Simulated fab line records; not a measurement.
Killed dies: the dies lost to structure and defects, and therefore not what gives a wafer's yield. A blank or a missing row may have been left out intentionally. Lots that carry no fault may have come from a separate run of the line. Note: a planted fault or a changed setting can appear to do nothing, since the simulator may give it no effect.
fab line records    flow n5-finfet
record: lots: 24  wafers: 72  last-day: 18
route steps=1938 shown SD_EPI_P@322 ILD0@345 SDB@359 HKMG_FIN@398
lots untouched by any fault: they come from a run of this same line in which no faults occurred
start-h: hours from the record's first day to the start of the lot's first wafer shown    wait-h: hours elapsed since this lot's preceding step    " repeats the value in the row above    L1.1+2: a row that stands for several wafers    - either no value or no given start    * or withheld: withheld    < > ~ a bound
route shown NAME@n: names a module that has steps shown in the file, with the first one's number in the route    usual: mean/standard deviation taken from wafers without a fault    same: alike in all rows    chamber/n: place in a boat    sites: the reading at each site    _std_site: how widely they spread, as a standard deviation    _edge_site: inner sites' mean taken away from outer sites' mean    radius-mm: how far each site lies from the wafer's centre    mask NAME#n: copy n    behind: the last tool/chamber to shape the wafer    hold: cause of the lot's hold/its duration in hours/its outcome    device: which transistor (n, p or np) failed to switch    end of line: at the end of the route, the tests of the same wafers    a step given without rows: its recipe and nothing more    killed: the dies lost at the first sort to structure and to defects; this is not the yield of the wafer    map: a wafer's dies, marking killed ones x, the rest . and places with no die _
set.NAME: the setting that was run; set.NAME@STEP: the one run at that earlier step    model.NAME: the simulator's own value behind a step, which no gauge read
a sample of lots followed through the steps of the route, with each step as a table and each wafer as a row
services: the hour from which a tool's chamber was out of use, counted from the record's first day as start-h (under 0 if before that day), plus the number of hours and why
== steps ==
step: N5_SD_EPI_P_EPI_MEAS_23
recipe: mode: xrd
usual: thk-nm: 61.1/1.4
lot.wafer  tool           chamber  start-h  wait-h  thk-nm
L075.1     film-metro-02  -        64.05    1.8     61.5
L075.3     "              -        "        "       60.8
L075.6     "              -        "        "       60.4
L074.4     film-metro-01  -        64.17    1.3     60.1
L074.5     "              -        "        "       60.6
L074.6     "              -        "        "       61.8
L076.3     film-metro-02  -        72.84    1.1     61.0
L076.4     "              -        "        "       59.6
L076.6     "              -        "        "       61.3
L077.1     film-metro-01  -        77.95    2.4     61.9
L077.2     "              -        "        "       59.5
L077.6     "              -        "        "       61.1
L078.3     film-metro-01  -        82.43    1.1     60.9
L078.4     "              -        "        "       58.9
L078.5     "              -        "        "       60.4
L079.1     film-metro-01  -        88.53    1.8     60.8
L079.4     "              -        "        "       60.2
L079.5     "              -        "        "       58.7
L080.2     film-metro-01  -        95.31    1.5     61.0
L080.3     "              -        "        "       60.5
L080.5     "              -        "        "       62.1
L081.2     film-metro-01  -        100.84   1.5     59.8
L081.3     "              -        "        "       61.1
L081.6     "              -        "        "       60.0
L082.1     film-metro-02  -        107.55   1.8     59.6
L082.4     "              -        "        "       60.5
L082.5     "              -        "        "       61.4
L083.1     film-metro-02  -        118.77   2.4     62.1
L083.3     "              -        "        "       61.7
L083.4     "              -        "        "       64.0
L084.1     film-metro-01  -        125.74   3.2     59.1
L084.3     "              -        "        "       61.2
L084.6     "              -        "        "       59.1
L085.1     film-metro-02  -        135.20   3.2     60.1
L085.4     "              -        "        "       60.2
L085.5     "              -        "        "       59.4
L086.3     film-metro-02  -        137.94   1.5     61.0
L086.5     "              -        "        "       60.4
L086.6     "              -        "        "       60.3
L087.1     film-metro-01  -        140.48   1.8     59.6
L087.3     "              -        "        "       62.7
L087.5     "              -        "        "       60.7
L088.2     film-metro-02  -        147.16   1.5     61.8
L088.3     "              -        "        "       62.4
L088.4     "              -        "        "       61.6
L089.2     film-metro-01  -        148.56   1.5     59.1
L089.3     "              -        "        "       61.7
L089.4     "              -        "        "       62.2
L090.1     film-metro-01  -        157.14   1.8     63.0
L090.3     "              -        "        "       62.4
L090.4     "              -        "        "       60.3
L091.3     film-metro-02  -        159.66   1.1     62.8
L091.4     "              -        "        "       61.9
L091.5     "              -        "        "       61.1
L092.4     film-metro-01  -        171.40   1.3     59.4
L092.5     "              -        "        "       57.1
L092.6     "              -        "        "       59.1
L093.1     film-metro-02  -        173.89   1.8     60.6
L093.4     "              -        "        "       62.3
L093.5     "              -        "        "       61.4
L094.1     film-metro-02  -        181.30   2.4     60.6
L094.2     "              -        "        "       64.0
L094.4     "              -        "        "       61.1
L095.2     film-metro-02  -        185.99   1.5     63.2
L095.3     "              -        "        "       63.9
L095.6     "              -        "        "       62.6
L096.3     film-metro-01  -        192.55   1.1     62.9
L096.4     "              -        "        "       65.0
L096.5     "              -        "        "       62.4
L097.2     film-metro-02  -        200.30   1.5     62.1
L097.3     "              -        "        "       61.9
L097.5     "              -        "        "       62.1
step: N5_ILD0_THK_MEAS_13
usual: thk-nm: 17.5/0.94
lot.wafer  tool           chamber  start-h  wait-h  thk-nm
L075.1     film-metro-02  -        71.21    -       19.3
L075.3     "              -        "        "       17.2
L075.6     "              -        "        "       18.4
L074.4     film-metro-01  -        71.57    -       17.9
L074.5     "              -        "        "       18.3
L074.6     "              -        "        "       17.4
L076.3     film-metro-02  -        80.65    -       18.4
L076.4     "              -        "        "       17.4
L076.6     "              -        "        "       17.3
L077.1     film-metro-01  -        86.53    -       16.2
L077.2     "              -        "        "       17.8
L077.6     "              -        "        "       16.0
L078.3     film-metro-01  -        90.03    -       18.6
L078.4     "              -        "        "       19.2
L078.5     "              -        "        "       18.1
L079.1     film-metro-02  -        96.28    -       16.8
L079.4     "              -        "        "       16.9
L079.5     "              -        "        "       17.7
L080.2     film-metro-02  -        103.10   -       18.0
L080.3     "              -        "        "       17.8
L080.5     "              -        "        "       18.3
L081.2     film-metro-02  -        109.15   -       18.7
L081.3     "              -        "        "       19.3
L081.6     "              -        "        "       19.2
L082.1     film-metro-02  -        115.07   -       17.4
L082.4     "              -        "        "       15.1
L082.5     "              -        "        "       15.3
L083.1     film-metro-01  -        126.66   -       15.1
L083.3     "              -        "        "       16.5
L083.4     "              -        "        "       16.9
L084.1     film-metro-01  -        133.24   -       18.3
L084.3     "              -        "        "       19.0
L084.6     "              -        "        "       18.1
L085.1     film-metro-01  -        142.87   -       17.3
L085.4     "              -        "        "       18.4
L085.5     "              -        "        "       18.1
L086.3     film-metro-02  -        145.78   -       17.6
L086.5     "              -        "        "       17.9
L086.6     "              -        "        "       17.2
L087.1     film-metro-01  -        147.90   -       15.4
L087.3     "              -        "        "       17.1
L087.5     "              -        "        "       16.9
L088.2     film-metro-01  -        154.52   -       18.2
L088.3     "              -        "        "       17.3
L088.4     "              -        "        "       18.0
L089.2     film-metro-01  -        156.49   -       17.7
L089.3     "              -        "        "       18.0
L089.4     "              -        "        "       20.4
L090.1     film-metro-02  -        164.42   -       17.3
L090.3     "              -        "        "       17.3
L090.4     "              -        "        "       17.0
L091.3     film-metro-02  -        167.62   -       17.6
L091.4     "              -        "        "       16.9
L091.5     "              -        "        "       17.2
L092.4     film-metro-02  -        179.10   -       18.5
L092.5     "              -        "        "       16.8
L092.6     "              -        "        "       17.5
L093.1     film-metro-02  -        182.35   -       17.2
L093.4     "              -        "        "       17.9
L093.5     "              -        "        "       16.5
L094.1     film-metro-02  -        190.42   -       18.1
L094.2     "              -        "        "       16.7
L094.4     "              -        "        "       18.6
L095.2     film-metro-02  -        193.66   -       17.8
L095.3     "              -        "        "       17.2
L095.6     "              -        "        "       16.0
L096.3     film-metro-01  -        201.15   -       17.2
L096.4     "              -        "        "       16.3
L096.5     "              -        "        "       16.4
L097.2     film-metro-01  -        207.84   -       17.5
L097.3     "              -        "        "       16.6
L097.5     "              -        "        "       16.3
step: N5_SDB_DESCUM_16
recipe: chemistry: O2  time-s: 7.9  source-power-w: 50  bias-power-w: 20  pressure-mtorr: 20  rf-frequency-hz: 2.712e+07  temp-c: 40  resist: CAR-ArF  o2-flow-sccm: 225
usual: drypump-motor-current-A: 5.7/0.46  oes-product-au: 0.76/0.079  rf-vpp-V: 244.0/1  showerhead-plenum-p-Torr: 2.15/0.041  temp-c: 40.02/0.1  throttle-valve-pct: 20.37/0.23
lot.wafer  tool         chamber  start-h  wait-h  drypump-motor-current-A  oes-product-au  rf-hours-counter-h  rf-vpp-V  showerhead-plenum-p-Torr  temp-c  throttle-valve-pct
L075.1     rie-diel-05  2        71.81    0.0     5.9                      0.71            217                 243.9     2.14                      40.01   20.49
L075.3     "            0        "        "       6.4                      0.72            173                 243.0     2.16                      40.04   20.09
L075.6     "            1        "        "       5.1                      0.77            -                   242.5     2.11                      39.97   20.04
L074.4     rie-diel-03  3        72.52    0.4     5.2                      0.74            -                   244.6     2.18                      40.04   20.38
L074.5     "            2        "        "       5.3                      0.72            -                   244.3     2.18                      39.91   20.22
L074.6     "            0        "        "       5.8                      1.02            -                   246.1     2.23                      40.12   20.22
L076.3     rie-diel-01  1        81.13    0.0     5.7                      0.82            70                  243.5     2.21                      40.04   20.29
L076.4     "            3        "        "       6.3                      0.76            169                 243.5     2.15                      40.05   20.20
L076.6     "            2        "        "       5.2                      0.71            -                   244.5     2.16                      40.10   20.98
L077.1     rie-diel-01  1        88.13    1.0     5.7                      0.82            73                  245.4     2.21                      40.16   20.30
L077.2     "            0        "        "       6.3                      0.76            146                 244.6     2.19                      40.01   20.31
L077.6     "            1        "        "       5.7                      0.82            -                   244.1     2.21                      40.12   20.30
L078.3     rie-diel-01  3        90.75    0.1     6.3                      0.75            173                 244.9     2.15                      40.04   20.21
L078.4     "            0        "        "       6.4                      0.77            147                 244.4     2.19                      40.03   20.31
L078.5     "            2        "        "       5.2                      0.70            -                   242.9     2.16                      40.02   20.96
L079.1     rie-diel-01  3        96.88    0.0     6.3                      0.75            175                 245.2     2.15                      40.06   20.18
L079.4     "            2        "        "       5.2                      0.69            232                 244.8     2.16                      40.14   20.98
L079.5     "            2        "        "       5.2                      0.70            -                   245.3     2.16                      40.05   20.99
L080.2     rie-diel-03  1        103.97   0.4     5.4                      0.94            10                  242.7     2.16                      39.98   20.45
L080.3     "            0        "        "       5.9                      0.94            17                  244.2     2.23                      39.90   20.23
L080.5     "            0        "        "       5.8                      0.96            -                   243.7     2.23                      39.94   20.23
L081.2     rie-diel-01  3        109.67   0.1     6.3                      0.74            182                 244.9     2.15                      39.89   20.22
L081.3     "            0        "        "       6.4                      0.77            156                 245.2     2.18                      40.07   20.32
L081.6     "            1        "        "       5.7                      0.80            -                   245.0     2.21                      40.02   20.32
L082.1     rie-diel-05  1        116.17   0.6     5.1                      0.77            119                 242.8     2.10                      40.14   20.05
L082.4     "            2        "        "       5.9                      0.70            225                 244.8     2.14                      39.99   20.55
L082.5     "            1        "        "       5.1                      0.77            -                   242.2     2.10                      40.05   20.05
L083.1     rie-diel-03  2        127.13   0.0     5.3                      0.69            201                 243.2     2.17                      39.94   20.26
L083.3     "            3        "        "       5.2                      0.73            175                 245.3     2.17                      40.01   20.39
L083.4     "            0        "        "       5.9                      0.92            26                  246.0     2.22                      40.08   20.26
L084.1     rie-diel-05  0        133.84   0.0     6.5                      0.73            187                 244.0     2.16                      39.98   20.13
L084.3     "            3        "        "       5.7                      0.68            228                 241.4     2.07                      40.24   20.82
L084.6     "            3        "        "       5.7                      0.68            -                   244.3     2.07                      40.22   20.79
L085.1     rie-diel-03  2        143.35   0.0     5.3                      0.69            208                 244.3     2.17                      40.05   20.25
L085.4     "            3        "        "       5.2                      0.71            -                   244.4     2.16                      40.00   20.39
L085.5     "            2        "        "       5.3                      0.69            -                   244.4     2.17                      40.04   20.25
L086.3     rie-diel-05  1        146.38   0.0     5.1                      0.76            128                 243.8     2.10                      40.07   20.06
L086.5     "            1        "        "       5.1                      0.77            -                   243.4     2.10                      40.10   20.05
L086.6     "            2        "        "       5.9                      0.69            -                   245.0     2.13                      39.74   20.52
L087.1     rie-diel-05  0        148.50   0.0     6.4                      0.72            191                 245.5     2.15                      39.99   20.14
L087.3     "            3        "        "       5.7                      0.68            232                 241.7     2.06                      39.98   20.81
L087.5     "            3        "        "       5.7                      0.68            -                   244.3     2.06                      40.13   20.81
L088.2     rie-diel-03  2        155.19   0.1     5.3                      0.68            215                 244.5     2.17                      40.03   20.27
L088.3     "            1        "        "       5.3                      0.89            29                  243.3     2.15                      39.97   20.45
L088.4     "            2        "        "       5.3                      0.68            -                   243.5     2.17                      39.87   20.28
L089.2     rie-diel-03  1        157.62   0.6     5.4                      0.88            30                  244.9     2.15                      39.85   20.46
L089.3     "            2        "        "       5.3                      0.70            217                 244.5     2.17                      39.80   20.28
L089.4     "            2        "        "       5.3                      0.69            -                   245.0     2.17                      39.96   20.28
L090.1     rie-diel-01  3        165.27   0.3     6.3                      0.73            204                 244.3     2.14                      39.98   20.25
L090.3     "            0        "        "       6.4                      0.75            177                 244.6     2.18                      40.01   20.34
L090.4     "            1        "        "       5.7                      0.78            -                   242.9     2.20                      39.97   20.35
L091.3     rie-diel-05  2        168.25   0.0     6.0                      0.69            241                 244.8     2.13                      39.74   20.55
L091.4     "            3        "        "       5.6                      0.68            238                 242.4     2.06                      40.13   20.82
L091.5     "            1        "        "       5.1                      0.76            -                   243.6     2.10                      40.04   20.08
L092.4     rie-diel-05  3        179.58   0.0     5.7                      0.67            240                 243.6     2.06                      39.86   20.83
L092.5     "            1        "        "       5.1                      0.76            -                   242.8     2.10                      40.06   20.10
L092.6     "            0        "        "       6.4                      0.72            -                   244.5     2.15                      40.05   20.15
L093.1     rie-diel-03  2        182.82   0.0     5.3                      0.68            226                 243.9     2.16                      40.00   20.30
L093.4     "            0        "        "       5.8                      0.90            33                  245.7     2.22                      39.85   20.27
L093.5     "            2        "        "       5.3                      0.68            -                   243.8     2.16                      39.87   20.29
L094.1     rie-diel-05  2        191.02   0.0     5.9                      0.68            246                 244.6     2.13                      39.98   20.54
L094.2     "            1        "        "       5.1                      0.75            142                 244.1     2.10                      39.92   20.08
L094.4     "            3        "        "       5.7                      0.66            244                 242.7     2.06                      40.08   20.81
L095.2     rie-diel-03  3        194.29   0.0     5.2                      0.71            204                 243.6     2.16                      40.15   20.45
L095.3     "            2        "        "       5.3                      0.68            231                 244.8     2.16                      40.13   20.29
L095.6     "            0        "        "       5.9                      0.89            -                   246.0     2.22                      39.95   20.27
L096.3     rie-diel-03  1        201.62   0.0     5.3                      0.86            46                  244.1     2.14                      40.02   20.51
L096.4     "            0        "        "       5.8                      0.89            38                  243.7     2.22                      40.07   20.28
L096.5     "            1        "        "       5.3                      0.85            -                   243.8     2.14                      39.98   20.49
L097.2     rie-diel-03  3        208.50   0.1     5.2                      0.69            208                 243.2     2.16                      40.17   20.44
L097.3     "            2        "        "       5.3                      0.67            235                 244.5     2.16                      39.72   20.29
L097.5     "            3        "        "       5.2                      0.69            -                   242.3     2.16                      40.19   20.45
step: N5_SDB_ETCH_17
recipe: chemistry: CF4  target: SiARC  target-depth-a: 234  mask-material: CAR-ArF  time-s: 39  ion-energy-ev: 80  pressure-mtorr: 40  source-w: 545  bias-w: 36  Ar_flow_sccm: 100  cf4-flow-sccm: 100  ends: cleared
usual: drypump-motor-current-A: 5.6/0.46  etch-rf-on-time-s: 39.4/0.86  mfc-ar-sccm: 100.0/0.31  oes-product-au: 0.64/0.063  rf-vpp-V: 184.9/0.95  showerhead-plenum-p-Torr: 2.20/0.041  throttle-valve-pct: 15.56/0.23
lot.wafer  tool         chamber  start-h  wait-h  drypump-motor-current-A  etch-rf-on-time-s  mfc-ar-sccm  oes-product-au  rf-hours-counter-h  rf-vpp-V  showerhead-plenum-p-Torr  throttle-valve-pct
L075.1     rie-diel-05  2        71.85    0.0     5.9                      39.2               99.4         0.62            217                 185.9     2.21                      15.88
L075.3     "            0        "        "       6.4                      39.1               100.6        0.63            173                 184.1     2.21                      15.36
L075.6     "            1        "        "       5.1                      37.9               99.9         0.68            -                   185.5     2.14                      15.18
L074.4     rie-diel-03  3        72.56    0.0     5.2                      41.0               99.5         0.61            -                   186.1     2.22                      15.50
L074.5     "            2        "        "       5.3                      38.9               99.8         0.61            -                   184.4     2.22                      15.40
L074.6     "            0        "        "       5.9                      39.5               100.0        0.85            -                   185.5     2.28                      15.41
L076.3     rie-diel-01  1        81.16    0.0     5.7                      38.8               100.2        0.71            70                  185.4     2.24                      15.39
L076.4     "            3        "        "       6.3                      39.0               99.7         0.65            169                 185.7     2.23                      15.68
L076.6     "            2        "        "       5.2                      40.9               100.3        0.59            -                   184.3     2.19                      16.05
L077.1     rie-diel-01  1        88.16    0.0     5.7                      38.4               99.9         0.70            73                  185.8     2.24                      15.39
L077.2     "            0        "        "       6.4                      38.4               99.5         0.66            146                 185.7     2.23                      15.47
L077.6     "            1        "        "       5.7                      38.1               100.1        0.71            -                   184.7     2.24                      15.38
L078.3     rie-diel-01  3        90.78    0.0     6.3                      39.1               100.2        0.64            173                 184.7     2.23                      15.68
L078.4     "            0        "        "       6.4                      38.8               99.8         0.65            147                 185.0     2.23                      15.48
L078.5     "            2        "        "       5.2                      40.6               99.8         0.59            -                   184.5     2.19                      16.04
L079.1     rie-diel-01  3        96.91    0.0     6.3                      38.8               99.7         0.64            175                 185.1     2.23                      15.68
L079.4     "            2        "        "       5.2                      40.8               99.9         0.58            232                 185.3     2.19                      16.06
L079.5     "            2        "        "       5.2                      40.4               100.2        0.59            -                   183.8     2.19                      16.05
L080.2     rie-diel-03  1        104.01   0.0     5.3                      39.2               99.4         0.79            10                  184.4     2.20                      15.49
L080.3     "            0        "        "       5.9                      39.1               99.5         0.78            17                  186.5     2.28                      15.44
L080.5     "            0        "        "       5.8                      39.5               99.9         0.79            -                   187.4     2.28                      15.42
L081.2     rie-diel-01  3        109.71   0.0     6.3                      38.6               100.5        0.64            182                 184.8     2.23                      15.69
L081.3     "            0        "        "       6.4                      38.7               100.0        0.65            156                 185.3     2.23                      15.51
L081.6     "            1        "        "       5.6                      38.2               100.1        0.69            -                   185.7     2.24                      15.40
L082.1     rie-diel-05  1        116.20   0.0     5.1                      37.7               100.6        0.68            119                 184.4     2.14                      15.19
L082.4     "            2        "        "       5.9                      38.8               100.0        0.61            225                 184.3     2.20                      15.90
L082.5     "            1        "        "       5.1                      37.9               100.3        0.67            -                   185.3     2.14                      15.20
L083.1     rie-diel-03  2        127.17   0.0     5.3                      39.1               99.7         0.60            201                 186.2     2.21                      15.45
L083.3     "            3        "        "       5.2                      40.3               99.8         0.60            175                 185.3     2.21                      15.54
L083.4     "            0        "        "       5.9                      39.8               100.3        0.76            26                  185.6     2.27                      15.43
L084.1     rie-diel-05  0        133.88   0.0     6.5                      39.9               100.0        0.61            187                 184.7     2.21                      15.38
L084.3     "            3        "        "       5.7                      40.1               100.1        0.58            228                 183.0     2.11                      15.96
L084.6     "            3        "        "       5.7                      40.2               100.3        0.58            -                   183.4     2.11                      15.96
L085.1     rie-diel-03  2        143.40   0.0     5.3                      38.3               100.2        0.61            208                 183.9     2.21                      15.46
L085.4     "            3        "        "       5.3                      40.0               99.7         0.61            -                   184.9     2.21                      15.57
L085.5     "            2        "        "       5.3                      38.1               99.9         0.60            -                   184.8     2.21                      15.46
L086.3     rie-diel-05  1        146.42   0.0     5.1                      38.9               100.1        0.66            128                 183.1     2.14                      15.21
L086.5     "            1        "        "       5.1                      38.9               99.4         0.66            -                   183.7     2.14                      15.23
L086.6     "            2        "        "       5.9                      40.0               99.9         0.60            -                   184.5     2.20                      15.90
L087.1     rie-diel-05  0        148.54   0.0     6.5                      40.3               100.0        0.61            191                 183.8     2.21                      15.39
L087.3     "            3        "        "       5.7                      40.7               100.0        0.57            232                 185.5     2.11                      15.94
L087.5     "            3        "        "       5.7                      40.0               99.8         0.58            -                   184.3     2.11                      15.95
L088.2     rie-diel-03  2        155.23   0.0     5.3                      38.7               100.4        0.60            215                 183.7     2.21                      15.47
L088.3     "            1        "        "       5.3                      40.2               100.5        0.74            29                  183.5     2.19                      15.53
L088.4     "            2        "        "       5.3                      39.1               100.6        0.59            -                   185.1     2.21                      15.48
L089.2     rie-diel-03  1        157.66   0.0     5.3                      39.5               100.0        0.75            30                  184.6     2.19                      15.53
L089.3     "            2        "        "       5.3                      38.4               99.9         0.59            217                 184.5     2.21                      15.48
L089.4     "            2        "        "       5.3                      38.2               99.6         0.59            -                   184.3     2.21                      15.48
L090.1     rie-diel-01  3        165.30   0.0     6.3                      38.6               99.9         0.62            204                 183.8     2.22                      15.75
L090.3     "            0        "        "       6.4                      38.7               100.7        0.64            177                 186.3     2.22                      15.53
L090.4     "            1        "        "       5.7                      38.3               99.9         0.67            -                   185.4     2.23                      15.45
L091.3     rie-diel-05  2        168.29   0.0     5.9                      39.0               100.0        0.60            241                 184.5     2.20                      15.91
L091.4     "            3        "        "       5.7                      40.0               99.9         0.58            238                 184.6     2.11                      15.94
L091.5     "            1        "        "       5.0                      38.2               100.0        0.66            -                   184.2     2.13                      15.23
L092.4     rie-diel-05  3        179.61   0.0     5.7                      40.2               100.6        0.57            240                 184.0     2.11                      15.95
L092.5     "            1        "        "       5.1                      38.3               99.9         0.66            -                   183.8     2.13                      15.23
L092.6     "            0        "        "       6.4                      39.2               99.8         0.61            -                   186.9     2.20                      15.41
L093.1     rie-diel-03  2        182.86   0.0     5.3                      39.3               100.0        0.58            226                 183.8     2.21                      15.49
L093.4     "            0        "        "       5.8                      39.9               100.2        0.75            33                  185.4     2.27                      15.45
L093.5     "            2        "        "       5.3                      38.8               99.5         0.58            -                   185.7     2.21                      15.48
L094.1     rie-diel-05  2        191.06   0.0     5.9                      39.9               100.3        0.59            246                 186.3     2.20                      15.92
L094.2     "            1        "        "       5.1                      38.2               100.3        0.65            142                 184.4     2.13                      15.25
L094.4     "            3        "        "       5.7                      40.2               100.3        0.57            244                 183.9     2.11                      15.97
L095.2     rie-diel-03  3        194.32   0.0     5.3                      41.1               99.7         0.58            204                 184.1     2.20                      15.60
L095.3     "            2        "        "       5.3                      38.4               100.1        0.58            231                 186.3     2.20                      15.49
L095.6     "            0        "        "       5.8                      39.8               100.2        0.74            -                   185.0     2.27                      15.46
L096.3     rie-diel-03  1        201.66   0.0     5.3                      39.5               99.8         0.73            46                  184.3     2.18                      15.57
L096.4     "            0        "        "       5.9                      40.3               99.9         0.74            38                  187.0     2.27                      15.49
L096.5     "            1        "        "       5.3                      40.1               99.4         0.73            -                   184.1     2.18                      15.56
L097.2     rie-diel-03  3        208.54   0.0     5.2                      40.8               100.2        0.58            209                 184.7     2.20                      15.61
L097.3     "            2        "        "       5.3                      39.0               100.8        0.58            235                 185.6     2.20                      15.51
L097.5     "            3        "        "       5.2                      41.3               99.6         0.58            -                   185.7     2.20                      15.61
step: N5_SDB_THK_MEAS_31
recipe: reads: a-Si_of_DUMMY_GATE_CVD_03
usual: SDB_THK: 64.2/1.1
lot.wafer  tool           chamber  start-h  wait-h  SDB_THK[nm]
L075.1     film-metro-01  -        76.35    -       62.4
L075.3     "              -        "        "       62.7
L075.6     "              -        "        "       61.7
L074.4     film-metro-01  -        76.66    -       62.9
L074.5     "              -        "        "       62.6
L074.6     "              -        "        "       64.1
L076.3     film-metro-01  -        84.97    0.2     64.7
L076.4     "              -        "        "       64.2
L076.6     "              -        "        "       63.6
L077.1     film-metro-01  -        93.55    -       63.5
L077.2     "              -        "        "       62.9
L077.6     "              -        "        "       63.1
L078.3     film-metro-01  -        96.60    -       63.0
L078.4     "              -        "        "       65.6
L078.5     "              -        "        "       64.0
L079.1     film-metro-01  -        101.61   -       63.4
L079.4     "              -        "        "       63.3
L079.5     "              -        "        "       64.9
L080.2     film-metro-02  -        108.53   -       64.1
L080.3     "              -        "        "       63.3
L080.5     "              -        "        "       66.0
L081.2     film-metro-02  -        113.82   -       65.0
L081.3     "              -        "        "       65.3
L081.6     "              -        "        "       64.9
L082.1     film-metro-01  -        120.14   -       63.4
L082.4     "              -        "        "       64.0
L082.5     "              -        "        "       64.1
L083.1     film-metro-01  -        131.38   -       64.6
L083.3     "              -        "        "       62.6
L083.4     "              -        "        "       64.2
L084.1     film-metro-02  -        137.84   -       63.3
L084.3     "              -        "        "       64.1
L084.6     "              -        "        "       62.3
L085.1     film-metro-02  -        147.44   -       63.3
L085.4     "              -        "        "       65.0
L085.5     "              -        "        "       65.1
L086.3     film-metro-01  -        150.56   -       62.6
L086.5     "              -        "        "       63.6
L086.6     "              -        "        "       64.2
L087.1     film-metro-01  -        153.24   -       65.7
L087.3     "              -        "        "       64.3
L087.5     "              -        "        "       65.5
L088.2     film-metro-02  -        159.02   -       64.9
L088.3     "              -        "        "       65.2
L088.4     "              -        "        "       65.3
L089.2     film-metro-02  -        162.17   -       63.3
L089.3     "              -        "        "       62.9
L089.4     "              -        "        "       63.7
L090.1     film-metro-01  -        169.42   -       64.1
L090.3     "              -        "        "       63.3
L090.4     "              -        "        "       63.8
L091.3     film-metro-02  -        172.08   -       63.2
L091.4     "              -        "        "       64.7
L091.5     "              -        "        "       64.5
L092.4     film-metro-02  -        186.52   -       67.4
L092.5     "              -        "        "       66.1
L092.6     "              -        "        "       66.3
L093.1     film-metro-01  -        188.79   -       64.1
L093.4     "              -        "        "       64.7
L093.5     "              -        "        "       65.6
L094.1     film-metro-01  -        195.37   -       63.8
L094.2     "              -        "        "       64.5
L094.4     "              -        "        "       64.1
L095.2     film-metro-02  -        198.20   -       64.7
L095.3     "              -        "        "       64.5
L095.6     "              -        "        "       64.4
L096.3     film-metro-02  -        205.52   -       64.8
L096.4     "              -        "        "       64.5
L096.5     "              -        "        "       65.6
L097.2     film-metro-02  -        212.33   -       64.4
L097.3     "              -        "        "       65.2
L097.5     "              -        "        "       67.0
step: N5_HKMG_FIN_CD_MEAS_49
recipe: target-cd-nm: 202  landing-energy-ev: 500  detector: se-inlens  polarity: opening
usual: cd-nm: 202.2/0.69
lot.wafer  tool       chamber  start-h  wait-h  cd-nm
L075.1     cd-sem-03  0        78.16    -       202.5
L075.3     "          0        "        "       203.1
L075.6     "          0        "        "       202.3
L074.4     cd-sem-01  0        78.67    -       202.4
L074.5     "          0        "        "       201.6
L074.6     "          0        "        "       202.1
L076.3     cd-sem-02  0        86.43    -       203.8
L076.4     "          0        "        "       202.7
L076.6     "          0        "        "       201.9
L077.1     cd-sem-01  0        95.13    -       200.5
L077.2     "          0        "        "       201.3
L077.6     "          0        "        "       201.3
L078.3     cd-sem-02  0        98.15    -       201.8
L078.4     "          0        "        "       202.3
L078.5     "          0        "        "       201.4
L079.1     cd-sem-02  0        103.17   -       202.2
L079.4     "          0        "        "       203.1
L079.5     "          0        "        "       203.6
L080.2     cd-sem-01  0        110.06   -       202.3
L080.3     "          0        "        "       202.8
L080.5     "          0        "        "       201.0
L081.2     cd-sem-01  0        115.39   -       202.0
L081.3     "          0        "        "       201.8
L081.6     "          0        "        "       203.2
L082.1     cd-sem-03  0        121.69   -       202.0
L082.4     "          0        "        "       202.3
L082.5     "          0        "        "       201.7
L083.1     cd-sem-02  0        132.86   -       203.1
L083.3     "          0        "        "       202.8
L083.4     "          0        "        "       201.5
L084.1     cd-sem-03  0        139.61   -       202.7
L084.3     "          0        "        "       203.2
L084.6     "          0        "        "       203.1
L085.1     cd-sem-01  0        149.03   -       203.3
L085.4     "          0        "        "       202.0
L085.5     "          0        "        "       202.7
L086.3     cd-sem-02  0        151.99   -       201.6
L086.5     "          0        "        "       201.9
L086.6     "          0        "        "       201.4
L087.1     cd-sem-03  0        154.76   -       202.8
L087.3     "          0        "        "       201.6
L087.5     "          0        "        "       202.4
L088.2     cd-sem-03  0        160.54   -       202.0
L088.3     "          0        "        "       202.9
L088.4     "          0        "        "       202.3
L089.2     cd-sem-03  0        163.77   -       201.3
L089.3     "          0        "        "       201.5
L089.4     "          0        "        "       202.2
L090.1     cd-sem-01  0        171.32   -       202.8
L090.3     "          0        "        "       201.5
L090.4     "          0        "        "       201.6
L091.3     cd-sem-02  0        173.85   -       202.7
L091.4     "          0        "        "       203.2
L091.5     "          0        "        "       202.8
L092.4     cd-sem-03  0        188.10   -       202.0
L092.5     "          0        "        "       202.0
L092.6     "          0        "        "       200.9
L093.1     cd-sem-01  0        190.42   -       201.9
L093.4     "          0        "        "       201.6
L093.5     "          0        "        "       201.2
L094.1     cd-sem-01  0        196.93   -       202.5
L094.2     "          0        "        "       202.9
L094.4     "          0        "        "       202.3
L095.2     cd-sem-02  0        199.99   -       201.1
L095.3     "          0        "        "       202.0
L095.6     "          0        "        "       202.1
L096.3     cd-sem-01  0        207.12   -       201.4
L096.4     "          0        "        "       202.7
L096.5     "          0        "        "       202.6
L097.2     cd-sem-01  0        213.88   -       201.0
L097.3     "          0        "        "       201.4
L097.5     "          0        "        "       200.9
== services ==
tool         chamber  start-h  hours  kind
rie-diel-03  0        53.15    -      clean
rie-diel-03  0        53.15    -      consumable-replace:focus-ring
rie-diel-03  0        53.15    -      consumable-replace:showerhead
rie-diel-03  0        53.15    18.8   scheduled-down
rie-diel-03  0        53.15    18.8   vent-cycle
rie-diel-01  -        70.05    2.8    pm
rie-diel-03  1        72.51    -      clean
rie-diel-03  1        72.51    -      consumable-replace:focus-ring
rie-diel-03  1        72.51    12.8   scheduled-down
rie-diel-03  1        72.51    12.8   vent-cycle
rie-diel-05  1        96.03    9.1    repair
rie-diel-01  2        108.98   7.7    repair
rie-diel-03  0        131.31   33.0   repair
rie-diel-03  1        139.08   7.7    repair
rie-diel-01  2        153.55   -      clean
rie-diel-01  2        153.55   -      consumable-replace:esc
rie-diel-01  2        153.55   -      consumable-replace:focus-ring
rie-diel-01  2        153.55   23.5   scheduled-down
rie-diel-05  -        156.32   4.3    pm
rie-diel-01  1        182.08   1.6    repair
rie-diel-05  2        202.05   -      clean
rie-diel-05  2        202.05   -      consumable-replace:focus-ring
rie-diel-05  2        202.05   14.4   scheduled-down
rie-diel-05  2        202.05   14.4   vent-cycle
== key ==
fault none
